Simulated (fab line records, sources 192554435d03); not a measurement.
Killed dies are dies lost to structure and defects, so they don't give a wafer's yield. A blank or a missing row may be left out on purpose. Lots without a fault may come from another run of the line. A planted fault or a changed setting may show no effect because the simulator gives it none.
Tool commonality check | flow n5_finfet | 9 lots, 27 wafers sampled

WHY IT WAS OPENED
At N5_BEOL_M4_RC_MEAS_101 the reading IOFF_N_LONG is flagged on 2 of 9 lots. Wafers without a fault read 5.48e-05 nA/um, standard deviation 2.1e-06.
Rule: a lot is flagged when every wafer of it that has a number lies more than 4 standard deviations from that mean, or none has a number. The other lots count as sound.

lot  | measured     | on        | IOFF_N_LONG (nA/um), wafer by wafer | flag
L144 | day 7 20:49  | prober-02 | 5.37e-05 5.38e-05 5.38e-05          |
L145 | day 7 23:18  | prober-01 | 5.79e-05 5.8e-05 5.81e-05           |
L151 | day 9 18:59  | prober-01 | 5.51e-05 5.52e-05 5.57e-05          |
L152 | day 9 21:07  | prober-01 | 5.58e-05 5.61e-05 5.57e-05          |
L158 | day 11 18:47 | prober-02 | 0.0001244 0.0001057 9.48e-05        | FLAGGED
L160 | day 12 08:54 | prober-02 | 0.0001256 0.0001072 0.0001309       | FLAGGED
L162 | day 12 16:38 | prober-01 | 5.16e-05 5.15e-05 5.25e-05          |
L164 | day 12 18:17 | prober-02 | 5.2e-05 5.1e-05 5.09e-05            |
L166 | day 13 21:52 | prober-02 | 5.35e-05 5.44e-05 5.33e-05          |
The numbers of the flagged lots are 1.15e-04 nA/um on average: +6.00e-05 nA/um against the usual, or +29 standard deviations.

WHICH TOOL RAN EACH LOT
The record holds 2 process steps before the reading, out of a route of 1938 steps. In each cell: the tool, then ch and the chambers that the sampled wafers went through, then the start.
lot  | flag    | N5_HKMG_FIN_ETCH_55               | N5_HKMG_FIN_ETCH_58
L144 |         | rie_diel-05 ch 0,1,3, day 3 22:52 | rie_diel-05 ch 0,1,3, day 3 23:04
L145 |         | rie_diel-03 ch 0,2, day 4 04:05   | rie_diel-03 ch 0,2, day 4 04:17
L151 |         | rie_diel-03 ch 0,1,2, day 5 18:17 | rie_diel-03 ch 0,1,2, day 5 18:29
L152 |         | rie_diel-05 ch 1,2, day 6 04:46   | rie_diel-05 ch 1,2, day 6 04:59
L158 | FLAGGED | rie_diel-03 ch 0,1,3, day 7 11:43 | rie_diel-03 ch 0,1,3, day 7 11:56
L160 | FLAGGED | rie_diel-03 ch 0,3, day 7 22:50   | rie_diel-03 ch 0,3, day 7 23:02
L162 |         | rie_diel-05 ch 0,2,3, day 8 10:02 | rie_diel-05 ch 0,2,3, day 8 10:14
L164 |         | rie_diel-05 ch 2,3, day 8 23:34   | rie_diel-05 ch 2,3, day 8 23:53
L166 |         | rie_diel-04 ch 1,3, day 9 13:01   | rie_diel-04 ch 1,3, day 9 13:14
What these steps do:
- N5_HKMG_FIN_ETCH_55: etches SOC in N2/H2, target depth 240 nm, time 300 s.
- N5_HKMG_FIN_ETCH_58: etches SOC in N2/H2, target depth 215.8 nm, time 741 s.
- N5_BEOL_M4_RC_MEAS_101

FLAGGED OVER TOTAL, TOOL BY TOOL (the gauges that took the reading come last)
step                   | tool        | lots run | flagged | share of the flagged lots | sound lots run after its first flagged lot
N5_HKMG_FIN_ETCH_55    | rie_diel-03 | 4        | 2       | all                       | 0
N5_HKMG_FIN_ETCH_55    | rie_diel-04 | 1        | 0       | none                      | -
N5_HKMG_FIN_ETCH_55    | rie_diel-05 | 4        | 0       | none                      | -
N5_HKMG_FIN_ETCH_58    | rie_diel-03 | 4        | 2       | all                       | 0
N5_HKMG_FIN_ETCH_58    | rie_diel-04 | 1        | 0       | none                      | -
N5_HKMG_FIN_ETCH_58    | rie_diel-05 | 4        | 0       | none                      | -
N5_BEOL_M4_RC_MEAS_101 | prober-01   | 4        | 0       | none                      | -
N5_BEOL_M4_RC_MEAS_101 | prober-02   | 5        | 2       | all                       | 2 (L164,L166)

WHAT THE TABLE ALLOWS
3 rows of the table ran every flagged lot: rie_diel-03 at N5_HKMG_FIN_ETCH_55, rie_diel-03 at N5_HKMG_FIN_ETCH_58, prober-02 at N5_BEOL_M4_RC_MEAS_101.
- rie_diel-03 at N5_HKMG_FIN_ETCH_55: 2 of its 4 lots flagged. Its last sound lot is L151 (day 5 18:17), its first flagged lot L158 (day 7 11:43): a fault that began between those two fits.
- rie_diel-03 at N5_HKMG_FIN_ETCH_58: 2 of its 4 lots flagged. Its last sound lot is L151 (day 5 18:29), its first flagged lot L158 (day 7 11:56): a fault that began between those two fits. Its own readings lie more than 4 standard deviations out on every wafer of the flagged lots: run_length_s.
- prober-02 at N5_BEOL_M4_RC_MEAS_101: 2 of its 5 lots flagged. Sound lots ran on it after the first flagged one (L164, L166), which a lasting fault on the whole tool wouldn't allow.
One tool is left: rie_diel-03 at N5_HKMG_FIN_ETCH_55 and N5_HKMG_FIN_ETCH_58.

WHAT THE SIMULATOR HAD PUT IN
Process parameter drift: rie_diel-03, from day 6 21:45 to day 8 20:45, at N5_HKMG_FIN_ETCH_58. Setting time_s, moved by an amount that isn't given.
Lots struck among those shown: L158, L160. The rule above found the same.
